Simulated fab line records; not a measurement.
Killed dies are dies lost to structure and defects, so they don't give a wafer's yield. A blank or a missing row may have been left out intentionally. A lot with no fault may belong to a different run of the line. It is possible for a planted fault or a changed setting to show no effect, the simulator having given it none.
fab line records | flow n5-finfet
record lots=10 | wafers=30 | last-day=16
route steps=1938 shown BEOL_M7@1277 PASSIVATION@1936
lots untouched by any fault: they come from a run of this same line in which no faults occurred
start-h: hours from the record's opening day to when the first of the lot's shown wafers began | wait-h: hours elapsed since this lot's preceding step | " the same as in the row above | L1.1+2: a row that stands for several wafers | - either no value or no given start | * or withheld: withheld | < > ~ a bound
route shown NAME@n: names a module that has steps shown in the file, with the first one's number in the route | usual: the fault-free wafers' mean and standard deviation | same: alike in all rows | chamber/n: place in a boat | sites: each site's reading | _std_site: the values' standard deviation | _edge_site: the outer-site mean with the inner-site mean subtracted | radius-mm: how far each site lies from the wafer's centre | mask NAME#n: copy n | behind: the last tool/chamber to shape the wafer | hold: cause of the lot's hold/its duration in hours/its outcome | device: the transistor (n, p or np) that didn't switch | end of line: the same wafers' tests at the end of the route | a step given without rows: its recipe and nothing more | killed: dies lost to structure and defects at the first sort, not the wafer's yield | map: per-die view of a wafer (x killed, . not killed, _ where there is no die)
set.NAME: the setting that was run; set.NAME@STEP: the one run at that earlier step | model.NAME: the simulator's own value behind a step, which no gauge read
route steps across a sampled set of lots; one table per step, one row per wafer
services: the hour from which a tool's chamber was out of use, counted from the record's first day as start-h (under 0 if before that day), plus the number of hours and why
## steps
# step N5_BEOL_M7_OVL_MEAS_12
# recipe points-per-wafer=44
# usual M7_OVL=0.2/0.68
lot.wafer | tool       | chamber | start-h | wait-h | M7_OVL[nm]
L697.1    | overlay-01 | 0       | 195.13  | 0.0    | 0.8
L697.2    | "          | 0       | "       | "      | 0.7
L697.3    | "          | 0       | "       | "      | 0.1
L700.1    | overlay-01 | 0       | 207.47  | 0.0    | 0.3
L700.5    | "          | 0       | "       | "      | 0.9
L700.6    | "          | 0       | "       | "      | -0.8
L701.1    | overlay-01 | 0       | 210.09  | 0.0    | 0.6
L701.2    | "          | 0       | "       | "      | 0.2
L701.3    | "          | 0       | "       | "      | 1.7
L704.1    | overlay-01 | 0       | 232.86  | 0.0    | -0.4
L704.2    | "          | 0       | "       | "      | -1.0
L704.6    | "          | 0       | "       | "      | -0.2
L703.2    | overlay-01 | 0       | 233.26  | 0.0    | -0.1
L703.5    | "          | 0       | "       | "      | -0.6
L703.6    | "          | 0       | "       | "      | 0.6
L705.2    | overlay-02 | 0       | 236.62  | 0.0    | 1.2
L705.5    | "          | 0       | "       | "      | 0.3
L705.6    | "          | 0       | "       | "      | 0.6
L707.1    | overlay-01 | 0       | 252.35  | 0.0    | 0.2
L707.3    | "          | 0       | "       | "      | 0.2
L707.6    | "          | 0       | "       | "      | -0.9
L711.1    | overlay-01 | 0       | 270.43  | 0.0    | 0.3
L711.3    | "          | 0       | "       | "      | 0.3
L711.4    | "          | 0       | "       | "      | 0.6
L714.1    | overlay-01 | 0       | 295.37  | 0.0    | 1.2
L714.5    | "          | 0       | "       | "      | -0.4
L714.6    | "          | 0       | "       | "      | -0.3
L713.1    | overlay-01 | 0       | 300.08  | 0.0    | 0.2
L713.3    | "          | 0       | "       | "      | 0.2
L713.5    | "          | 0       | "       | "      | 0.2
# step N5_BEOL_M7_EXPOSE_25
# recipe mask-id=V6 | na=0.33 | source-shape=annular | sigma-inner=0.4 | sigma-outer=0.8 | polarization=unpolarized | target-cd-nm=40 | dose-mj=42.5
# usual exposure-dose-mJ-cm2=42.52/0.039
# same sigma-outer=0.8
lot.wafer | tool           | chamber | start-h | wait-h | mask | exposure-dose-mJ-cm2
L697.1    | euv-scanner-02 | 0       | 199.16  | -      | V6#0 | 42.54
L697.2    | "              | 0       | "       | "      | V6#0 | 42.54
L697.3    | "              | 0       | "       | "      | V6#0 | 42.49
L700.1    | euv-scanner-01 | 0       | 208.52  | -      | V6#0 | 42.50
L700.5    | "              | 0       | "       | "      | V6#0 | 42.49
L700.6    | "              | 0       | "       | "      | V6#0 | 42.46
L701.1    | euv-scanner-02 | 0       | 212.24  | -      | V6#0 | 42.55
L701.2    | "              | 0       | "       | "      | V6#0 | 42.52
L701.3    | "              | 0       | "       | "      | V6#0 | 42.59
L704.1    | euv-scanner-01 | 0       | 233.87  | -      | V6#0 | 42.45
L704.2    | "              | 0       | "       | "      | V6#0 | 42.46
L704.6    | "              | 0       | "       | "      | V6#0 | 42.50
L703.2    | euv-scanner-02 | 0       | 235.11  | -      | V6#0 | 42.53
L703.5    | "              | 0       | "       | "      | V6#0 | 42.59
L703.6    | "              | 0       | "       | "      | V6#0 | 42.50
L705.2    | euv-scanner-02 | 0       | 238.92  | -      | V6#0 | 42.52
L705.5    | "              | 0       | "       | "      | V6#0 | 42.56
L705.6    | "              | 0       | "       | "      | V6#0 | 42.57
L707.1    | euv-scanner-02 | 0       | 254.07  | -      | V6#0 | 42.62
L707.3    | "              | 0       | "       | "      | V6#0 | 42.60
L707.6    | "              | 0       | "       | "      | V6#0 | 42.53
L711.1    | euv-scanner-02 | 0       | 272.24  | -      | V6#0 | 43.99
L711.3    | "              | 0       | "       | "      | V6#0 | 43.98
L711.4    | "              | 0       | "       | "      | V6#0 | 43.96
L714.1    | euv-scanner-01 | 0       | 296.19  | -      | V6#0 | 42.59
L714.5    | "              | 0       | "       | "      | V6#0 | 42.53
L714.6    | "              | 0       | "       | "      | V6#0 | 42.47
L713.1    | euv-scanner-02 | 0       | 301.69  | -      | V6#0 | 43.68
L713.3    | "              | 0       | "       | "      | V6#0 | 43.68
L713.5    | "              | 0       | "       | "      | V6#0 | 43.63
# step N5_BEOL_M7_CD_MEAS_28
# recipe target-cd-nm=40 | landing-energy-ev=500 | detector=se-inlens
# usual cd-nm=39.98/0.21
lot.wafer | tool      | chamber | start-h | wait-h | cd-nm
L697.1    | cd-sem-01 | 0       | 199.29  | -      | 39.99
L697.2    | "         | 0       | "       | "      | 39.76
L697.3    | "         | 0       | "       | "      | 39.54
L700.1    | cd-sem-02 | 0       | 208.65  | -      | 40.03
L700.5    | "         | 0       | "       | "      | 39.97
L700.6    | "         | 0       | "       | "      | 40.13
L701.1    | cd-sem-02 | 0       | 212.37  | -      | 39.78
L701.2    | "         | 0       | "       | "      | 39.85
L701.3    | "         | 0       | "       | "      | 39.51
L704.1    | cd-sem-01 | 0       | 234.00  | -      | 39.76
L704.2    | "         | 0       | "       | "      | 40.10
L704.6    | "         | 0       | "       | "      | 39.90
L703.2    | cd-sem-01 | 0       | 235.24  | -      | 39.76
L703.5    | "         | 0       | "       | "      | 39.62
L703.6    | "         | 0       | "       | "      | 39.84
L705.2    | cd-sem-01 | 0       | 239.05  | -      | 40.12
L705.5    | "         | 0       | "       | "      | 39.72
L705.6    | "         | 0       | "       | "      | 40.12
L707.1    | cd-sem-02 | 0       | 254.20  | -      | 39.93
L707.3    | "         | 0       | "       | "      | 40.08
L707.6    | "         | 0       | "       | "      | 39.66
L711.1    | cd-sem-01 | 0       | 272.37  | -      | 40.65
L711.3    | "         | 0       | "       | "      | 41.05
L711.4    | "         | 0       | "       | "      | 40.84
L714.1    | cd-sem-02 | 0       | 296.33  | -      | 40.02
L714.5    | "         | 0       | "       | "      | 40.07
L714.6    | "         | 0       | "       | "      | 40.41
L713.1    | cd-sem-03 | 0       | 301.82  | -      | 40.42
L713.3    | "         | 0       | "       | "      | 40.26
L713.5    | "         | 0       | "       | "      | 40.62
# step N5_BEOL_M7_INSPECT_30
# recipe mode=adi | inspect-instrument=brightfield
# usual raw-defect-count=379/78
lot.wafer | tool              | chamber | start-h | wait-h | raw-defect-count
L697.1    | defect-inspect-01 | -       | 199.38  | 0.1    | 390
L697.2    | "                 | -       | "       | "      | 358
L697.3    | "                 | -       | "       | "      | 337
L700.1    | defect-inspect-01 | -       | 208.74  | 0.1    | 260
L700.5    | "                 | -       | "       | "      | 258
L700.6    | "                 | -       | "       | "      | 249
L701.1    | defect-inspect-01 | -       | 212.46  | 0.1    | 289
L701.2    | "                 | -       | "       | "      | 329
L701.3    | "                 | -       | "       | "      | 377
L704.1    | defect-inspect-01 | -       | 234.09  | 0.1    | 409
L704.2    | "                 | -       | "       | "      | 336
L704.6    | "                 | -       | "       | "      | 374
L703.2    | defect-inspect-02 | -       | 235.33  | 0.0    | 292
L703.5    | "                 | -       | "       | "      | 387
L703.6    | "                 | -       | "       | "      | 318
L705.2    | defect-inspect-01 | -       | 239.14  | 0.0    | 364
L705.5    | "                 | -       | "       | "      | 265
L705.6    | "                 | -       | "       | "      | 287
L707.1    | defect-inspect-01 | -       | 254.29  | 0.1    | 336
L707.3    | "                 | -       | "       | "      | 467
L707.6    | "                 | -       | "       | "      | 339
L711.1    | defect-inspect-02 | -       | 272.46  | 0.1    | 401
L711.3    | "                 | -       | "       | "      | 360
L711.4    | "                 | -       | "       | "      | 406
L714.1    | defect-inspect-01 | -       | 296.42  | 0.1    | 403
L714.5    | "                 | -       | "       | "      | 324
L714.6    | "                 | -       | "       | "      | 286
L713.1    | defect-inspect-01 | -       | 301.91  | 0.1    | 322
L713.3    | "                 | -       | "       | "      | 290
L713.5    | "                 | -       | "       | "      | 411
# step N5_BEOL_M7_ETCH_65
# recipe chemistry=CF4 | target=SiARC | target-depth-a=156 | mask-material=CAR-EUV | time-s=26 | ion-energy-ev=80 | pressure-mtorr=40 | source-w=545 | bias-w=36 | Ar_flow_sccm=100 | cf4-flow-sccm=100 | ends=cleared
# usual drypump-motor-current-A=5.6/0.46 | etch-rf-on-time-s=26.0/0.37 | oes-product-au=0.67/0.078 | rf-vpp-V=184.1/1.2 | showerhead-plenum-p-Torr=2.14/0.067 | throttle-valve-pct=15.61/0.22
lot.wafer | tool        | chamber | start-h | wait-h | drypump-motor-current-A | etch-rf-on-time-s | oes-product-au | rf-hours-counter-h | rf-vpp-V | showerhead-plenum-p-Torr | throttle-valve-pct
L697.1    | rie-diel-05 | 0       | 199.50  | 0.0    | 6.5                     | 26.2              | 0.58           | 237                | 183.0    | 2.12                     | 16.02
L697.2    | "           | 1       | "       | "      | 5.0                     | 26.7              | 0.61           | 211                | 185.4    | 2.20                     | 15.54
L697.3    | "           | 3       | "       | "      | 5.5                     | 25.7              | 0.64           | 170                | 182.7    | 2.05                     | 15.76
L700.1    | rie-diel-02 | 1       | 208.89  | 0.0    | 5.4                     | 25.9              | 0.73           | 43                 | 184.6    | 2.17                     | 15.28
L700.5    | "           | 2       | "       | "      | 5.2                     | 25.7              | 0.65           | -                  | 184.4    | 2.13                     | 15.74
L700.6    | "           | 3       | "       | "      | 5.8                     | 26.2              | 0.63           | -                  | 184.9    | 2.22                     | 15.72
L701.1    | rie-diel-03 | 2       | 212.93  | 0.0    | 4.8                     | 25.7              | 0.80           | 16                 | 183.7    | 2.19                     | 15.45
L701.2    | "           | 0       | "       | "      | 5.6                     | 26.2              | 0.68           | 106                | 184.0    | 2.15                     | 15.46
L701.3    | "           | 3       | "       | "      | 5.4                     | 26.2              | 0.60           | 204                | 182.2    | 2.13                     | 15.67
L704.1    | rie-diel-05 | 3       | 234.18  | 0.0    | 5.5                     | 26.1              | 0.62           | 180                | 183.1    | 2.05                     | 15.76
L704.2    | "           | 1       | "       | "      | 5.0                     | 26.9              | 0.59           | 224                | 185.2    | 2.19                     | 15.55
L704.6    | "           | 0       | "       | "      | 6.4                     | 26.2              | 0.57           | -                  | 184.4    | 2.11                     | 16.04
L703.2    | rie-diel-05 | 1       | 235.41  | 0.0    | 5.1                     | 26.5              | 0.60           | 224                | 182.8    | 2.19                     | 15.55
L703.5    | "           | 2       | "       | "      | 6.3                     | 26.1              | 0.58           | -                  | 182.2    | 2.03                     | 15.97
L703.6    | "           | 3       | "       | "      | 5.5                     | 25.6              | 0.64           | -                  | 182.6    | 2.05                     | 15.75
L705.2    | rie-diel-02 | 0       | 239.25  | 0.0    | 5.9                     | 26.1              | 0.75           | 49                 | 185.7    | 2.26                     | 15.12
L705.5    | "           | 2       | "       | "      | 5.2                     | 25.4              | 0.65           | -                  | 184.5    | 2.13                     | 15.76
L705.6    | "           | 3       | "       | "      | 5.8                     | 26.1              | 0.63           | -                  | 185.7    | 2.22                     | 15.72
L707.1    | rie-diel-03 | 0       | 254.50  | 0.0    | 5.5                     | 25.8              | 0.67           | 121                | 182.5    | 2.14                     | 15.52
L707.3    | "           | 1       | "       | "      | 5.4                     | 25.4              | 0.68           | 128                | 184.1    | 2.15                     | 15.49
L707.6    | "           | 0       | "       | "      | 5.5                     | 25.7              | 0.68           | -                  | 184.6    | 2.14                     | 15.49
L711.1    | rie-diel-05 | 0       | 272.57  | 0.0    | 6.5                     | 25.4              | 0.83           | 7                  | 184.1    | 2.11                     | 15.57
L711.3    | "           | 0       | "       | "      | 6.5                     | 25.6              | 0.83           | -                  | 185.8    | 2.11                     | 15.56
L711.4    | "           | 3       | "       | "      | 5.5                     | 26.0              | 0.62           | -                  | 183.1    | 2.04                     | 15.80
L714.1    | rie-diel-02 | 1       | 296.50  | 0.0    | 5.4                     | 25.7              | 0.71           | 63                 | 183.4    | 2.16                     | 15.34
L714.5    | "           | 2       | "       | "      | 5.2                     | 25.8              | 0.64           | -                  | 184.3    | 2.13                     | 15.76
L714.6    | "           | 1       | "       | "      | 5.4                     | 26.0              | 0.70           | -                  | 184.1    | 2.16                     | 15.33
L713.1    | rie-diel-02 | 0       | 302.28  | 0.0    | 5.9                     | 26.0              | 0.74           | 61                 | 185.2    | 2.25                     | 15.14
L713.3    | "           | 2       | "       | "      | 5.2                     | 25.4              | 0.64           | 192                | 183.0    | 2.13                     | 15.77
L713.5    | "           | 2       | "       | "      | 5.2                     | 25.4              | 0.65           | -                  | 185.9    | 2.13                     | 15.76
# step N5_PASSIVATION_PROBE_49
# usual defect-limited-yield=91.5/1.4 | killed_at_M0_to_M3=33/10 | killed_at_M4_up=13/5 | killed-at-contacts=13/5.6 | killed-at-front-end=38/12 | killed-at-other=3.9/2.7 | killed-dies=100/16 | killed-open=66/13 | killed-short=32/7.2 | sort_bin_5_function=5.0/0.97 | sort_bin_6_memory=3.2/0.61 | sort-n-pass=1080/16 | sort-yield-pct=91.5/1.4
# same gross-dies=1180 | killed-at-back-side=0 | sort_bin_4_leakage[%]=0 | sort_bin_8_speed[%]=0
lot.wafer | tool      | chamber | start-h | wait-h | defect-limited-yield[%] | killed_at_M0_to_M3 | killed_at_M4_up | killed-at-contacts | killed-at-front-end | killed-at-other | killed-dies | killed-open | killed-short | sort_bin_5_function[%] | sort_bin_6_memory[%] | sort-n-pass | sort-yield-pct[%]
L713.1    | prober-02 | -       | 377.93  | 0.0    | 91.7                    | 33                 | 12              | 5                  | 44                  | 4               | 98          | 54          | 38           | 5.1                    | 2.9                  | 1082        | 91.7
L713.3    | prober-02 | -       | 378.03  | 0.1    | 91.4                    | 13                 | 9               | 7                  | 70                  | 2               | 101         | 60          | 36           | 4.9                    | 3.1                  | 1079        | 91.4
L713.5    | prober-02 | -       | 378.13  | 0.2    | 89.7                    | 29                 | 15              | 13                 | 59                  | 6               | 122         | 83          | 34           | 6.5                    | 3.2                  | 1058        | 89.7
# killed by level:class
L713.1 FIN_SAQP:geometric-particle:short=13 BEOL_M0_SAQP:geometric-particle:short=11 BEOL_M0_SAQP:geometric-particle:open=10 FIN_SAQP:geometric-particle:open=7 DUMMY_GATE:geometric-particle:open=6 BEOL_M2:geometric-particle:open=6 BEOL_M4:geometric-particle:open=4 STI_FIN_REVEAL:geometric-particle:open=3
L713.3 FIN_SAQP:geometric-particle:open=22 FIN_SAQP:geometric-particle:short=8 DUMMY_GATE:geometric-particle:open=6 GATE_CUT:geometric-particle:short=5 BEOL_M0_SAQP:geometric-particle:short=5 STI_FIN_REVEAL:geometric-particle:open=4 MOL_CONTACT_COAG:geometric-particle:open=4 BEOL_M2:geometric-particle:open=4
L713.5 FIN_SAQP:geometric-particle:open=15 MOL_CONTACT_COAG:geometric-particle:open=11 BEOL_M0_SAQP:geometric-particle:open=8 BEOL_M0_SAQP:geometric-particle:short=7 FIN_SAQP:geometric-particle:short=6 DUMMY_GATE:geometric-particle:open=6 BEOL_M4:geometric-particle:open=6 GATE_CUT:geometric-particle:short=5
## services
tool           | chamber | start-h | hours | kind
euv-scanner-01 | -       | 187.82  | 0.5   | repair
euv-scanner-02 | 0       | 202.00  | -     | calibration
euv-scanner-02 | -       | 212.96  | 1.0   | pm
rie-diel-05    | 0       | 215.24  | 3.8   | repair
euv-scanner-01 | -       | 219.89  | 1.0   | pm
rie-diel-05    | 0       | 241.21  | -     | clean
rie-diel-05    | 0       | 241.21  | -     | consumable-replace:focus-ring
rie-diel-05    | 0       | 241.21  | 16.2  | scheduled-down
rie-diel-05    | 0       | 241.21  | 16.2  | vent-cycle
rie-diel-02    | -       | 243.38  | 28.1  | pm
rie-diel-05    | -       | 253.86  | 0.2   | repair
euv-scanner-01 | -       | 260.61  | 12.0  | pm
rie-diel-05    | 2       | 270.57  | -     | clean
rie-diel-05    | 2       | 270.57  | -     | consumable-replace:focus-ring
rie-diel-05    | 2       | 270.57  | -     | consumable-replace:showerhead
rie-diel-05    | 2       | 270.57  | 31.4  | scheduled-down
rie-diel-05    | 2       | 270.57  | 31.4  | vent-cycle
euv-scanner-02 | -       | 272.61  | 1.0   | pm
euv-scanner-01 | -       | 276.04  | 1.0   | pm
euv-scanner-02 | -       | 278.69  | 4.6   | pm
rie-diel-02    | 3       | 290.29  | 7.6   | repair
rie-diel-02    | 1       | 297.44  | 11.5  | repair
## key
first-sign step=N5_BEOL_M7_EXPOSE_25 | reading=exposure-dose-mJ-cm2 | direction=up | sigmas=34 | usual=42.52 | struck=43.82
effect step=N5_BEOL_M7_CD_MEAS_28 | reading=cd-nm | direction=up | sigmas=3.1 | usual=39.98 | struck=40.64 | through=control-loop
met-at N5_BEOL_M7_EXPOSE_25
struck-lots L711,L713
loop-trim step=N5_BEOL_M7_EXPOSE_25 | setting=dose | lots=L711,L713
not-acting-at N5_BEOL_M7_OVL_MEAS_12,N5_BEOL_M7_INSPECT_30,N5_BEOL_M7_ETCH_65
onset-between 254.07 272.24
earlier-fault kind=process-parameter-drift | tool=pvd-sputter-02 | chamber=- | onset-h=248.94 | steps=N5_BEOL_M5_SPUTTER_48 | channel=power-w | offset=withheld | shape=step | acts-in=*
fault kind=process-parameter-drift | tool=euv-scanner-02 | chamber=- | onset-h=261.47 | steps=N5_BEOL_M7_EXPOSE_25 | channel=dose-mj | offset=1.7921 | shape=step | acts-in=these-recipes-only | stated=42.5
# loop-trim: a control loop set the setting to another value than it would have without faults
